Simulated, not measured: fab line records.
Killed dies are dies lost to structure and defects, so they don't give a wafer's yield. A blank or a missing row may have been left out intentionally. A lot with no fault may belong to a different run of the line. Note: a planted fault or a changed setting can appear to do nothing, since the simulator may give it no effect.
Comparing a struck lot with a sound one    flow n5_finfet    15 steps out of a route of 1938
Sound: wafers L469.3, L469.4, L469.6. Struck: wafer L472.2 (left out: L472.1, L472.4 of the same lot, which were not struck); the cause appears at the end.
Order at every step that has rows: each side's tool, ch and its chambers, its first start. Under that, the readings that differ: sound wafers    struck wafers    difference of the means    sigmas: that difference in standard deviations of wafers without a fault.
alike: words and numbers the same on both sides, and readings whose means are apart by under 2 such deviations; not compared: readings that were withheld, readings missing a value for some wafer, numbers with overlapping values and no deviation given by the record, and bounds like >300 which may hide the same value.
Wherever a step has rows on one side only, a row that says differs or no value, or a row with sigmas, the two part there. Numbers that have no deviation but don't overlap get no sigmas and don't part them. A reading missing from all wafers of one side parts the sides only when that side holds two or more wafers.

first, 8 steps without rows for these wafers: N5_BEOL_M6_COAT_59 (time 60 s, resist thk 100 nm); N5_BEOL_M6_COAT_60 (time 60 s, resist thk 35 nm); N5_BEOL_M6_COAT_05 (resist thk 90 nm); N5_BEOL_M6_EBR_07; N5_BEOL_M6_SOFTBAKE_06 (time 60 s); N5_BEOL_M6_EXPOSE_08 (exposes mask M6); N5_BEOL_M6_PEB_09 (peb time 60 s); N5_BEOL_M6_DEVELOP_10 (develop time 30 s).
N5_BEOL_M6_CD_MEAS_11 targets a cd of 38.5 nm.
  sound on cd_sem-01 ch 0, day 11 08:29; struck on cd_sem-02 ch 0, day 12 10:08
  alike: cd_nm
N5_BEOL_M6_OVL_MEAS_12:
  sound on overlay-02 ch 0, day 11 08:31; struck on overlay-02 ch 0, day 12 10:10
  alike: M6_OVL
N5_BEOL_M6_INSPECT_13: inspects for defects (brightfield).
  sound on defect_inspect-01, day 11 09:26; struck on defect_inspect-01, day 12 10:12
  alike: raw_defect_count
N5_BEOL_M6_DESCUM_16: chemistry O2, time 7.9 s.
  sound on rie_diel-06 ch 0,2, day 11 09:28; struck on rie_diel-06 ch 3, day 12 10:39
  alike: drypump_motor_current_A, oes_product_au, rf_vpp_V, showerhead_plenum_p_Torr, throttle_valve_pct
  not compared: rf_hours_counter_h
N5_BEOL_M6_ETCH_61: etches SiARC in CF4, target depth 45.5 nm, time 75.8 s.
  sound on rie_diel-06 ch 0,2, day 11 09:31; struck on rie_diel-06 ch 3, day 12 10:41
reading                sound           struck  difference  sigmas
etch_rf_on_time_s (s)  74.9 76.3 75.8  86.7    +11.0       +12
  alike: drypump_motor_current_A, oes_product_au, rf_vpp_V, showerhead_plenum_p_Torr, throttle_valve_pct
  not compared: rf_hours_counter_h
N5_BEOL_M6_ETCH_62: etches SOC in N2/H2, target depth 110 nm, overetch 22 nm, time 165 s.
  sound on rie_diel-06 ch 0,2, day 11 09:34; struck on rie_diel-06 ch 3, day 12 10:44
  alike: drypump_motor_current_A, oes_product_au, rf_vpp_V, showerhead_plenum_p_Torr, throttle_valve_pct
  not compared: rf_hours_counter_h
-- a jump in the record: the struck wafers' starts before and after are 4 days apart (it breaks off in module BEOL_M6 and resumes in module PASSIVATION, where the first step shown is number 1936 of the route) --
N5_PASSIVATION_PROBE_49:
  rows exist in the record for the struck wafers here (prober-02, day 16 04:49), but not for the sound ones

## WHERE THEY PART
Last at N5_PASSIVATION_PROBE_49 as far as this record goes, first at N5_BEOL_M6_ETCH_61.

WHY: the cause the simulator had injected
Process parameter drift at N5_BEOL_M6_ETCH_61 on rie_diel-06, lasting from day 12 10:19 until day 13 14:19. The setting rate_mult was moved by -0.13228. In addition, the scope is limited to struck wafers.
